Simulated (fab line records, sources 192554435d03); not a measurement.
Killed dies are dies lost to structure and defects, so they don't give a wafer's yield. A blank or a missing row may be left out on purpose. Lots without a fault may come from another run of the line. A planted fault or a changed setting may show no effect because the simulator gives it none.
Split-lot experiment | flow n5_finfet | 7 lots, 21 wafers read, on a route of 1938 steps

THE SPLIT
At N5_BEOL_M3_EXPOSE_25 (exposes mask V2, defocus 5 nm), the setting dose_mj was moved away from the recipe's 63 on 8 of the 21 wafers read, by -6.4% to +2.7%. The other wafers ran this setting at the recipe's value.

FROM THE SPLIT TO THE READING: what the file shows between them, 2 steps
- N5_BEOL_M3_PEB_26: peb time 60 s
- N5_BEOL_M3_DEVELOP_27: develop time 30 s

THE READING
cd_nm, in nm, at N5_BEOL_M3_CD_MEAS_28 (target cd 25.7 nm, target cd y 23.3 nm). Fault-free wafers of this fab line usually give 25.69 nm, standard deviation 0.22 nm.

wafer  | tool, chamber at the split | dose_mj as run | against the recipe | cd_nm, nm | against lot-mates on the recipe
L075.3 | euv_scanner-01, 0          | 63             | recipe             | 25.95     | -
L075.5 | euv_scanner-01, 0          | 64.28          | +2.0%              | 26.24     | +0.50
L075.6 | euv_scanner-01, 0          | 63             | recipe             | 25.54     | -
L085.1 | euv_scanner-02, 0          | 64.68          | +2.7%              | 26.49     | +0.94
L085.5 | euv_scanner-02, 0          | 64.68          | +2.7%              | 26.10     | +0.55
L085.6 | euv_scanner-02, 0          | 63             | recipe             | 25.55     | -
L088.2 | euv_scanner-01, 0          | 64.64          | +2.6%              | 26.40     | +0.83
L088.4 | euv_scanner-01, 0          | 63             | recipe             | 25.46     | -
L088.6 | euv_scanner-01, 0          | 63             | recipe             | 25.68     | -
L089.1 | euv_scanner-02, 0          | 60.09          | -4.6%              | 24.97     | -0.75
L089.4 | euv_scanner-02, 0          | 63             | recipe             | 25.72     | -
L089.6 | euv_scanner-02, 0          | 60.09          | -4.6%              | 25.20     | -0.52
L093.1 | euv_scanner-02, 0          | 58.97          | -6.4%              | 24.66     | -1.26
L093.3 | euv_scanner-02, 0          | 58.97          | -6.4%              | 25.00     | -0.92
L093.6 | euv_scanner-02, 0          | 63             | recipe             | 25.92     | -
L096.2 | euv_scanner-02, 0          | 63             | recipe             | 25.64     | -
L096.3 | euv_scanner-02, 0          | 63             | recipe             | 25.89     | -
L096.6 | euv_scanner-02, 0          | 63             | recipe             | 25.98     | -
L095.2 | euv_scanner-01, 0          | 63             | recipe             | 25.39     | -
L095.5 | euv_scanner-01, 0          | 63             | recipe             | 25.66     | -
L095.6 | euv_scanner-01, 0          | 63             | recipe             | 25.79     | -

THE FIT
A straight line over all 21 wafers: cd_nm changes by +0.159 nm for each +1% of dose_mj; r = +0.91; the points scatter about the line by 0.2 nm.
The same after taking each lot's own level away (the mean of its wafers on the recipe; 21 wafers): +0.186 nm for each +1%; r = +0.94; scatter 0.19 nm.
On that fit, the largest move of dose_mj shifts the reading by 1.2 nm.
The lots' own levels span 25.550 to 25.920 nm, that is 1.7 times the standard deviation above.
So the lot-to-lot level changes the slope: the two fits differ.
Check: with one of the wafers moved furthest among these (-6.4%) left out of the fit, the line predicts -1.06 nm for it against its lot-mates. It came out at -1.26 nm against them.

OTHER SPLITS ON THESE WAFERS
These wafers also went through other splits before the reading. Each is held against what the fit with the lots' levels taken away leaves over:
other split on the same wafers     | wafers away from the commonest value | r with cd_nm (lot level and that fit taken away)
N5_BEOL_M2_TRENCH_ETCH_37 source_w | 9                                    | +0.04

THE FILE'S OWN FIT
cd_nm changes by +0.188 nm for each +1% of dose_mj, r = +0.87.
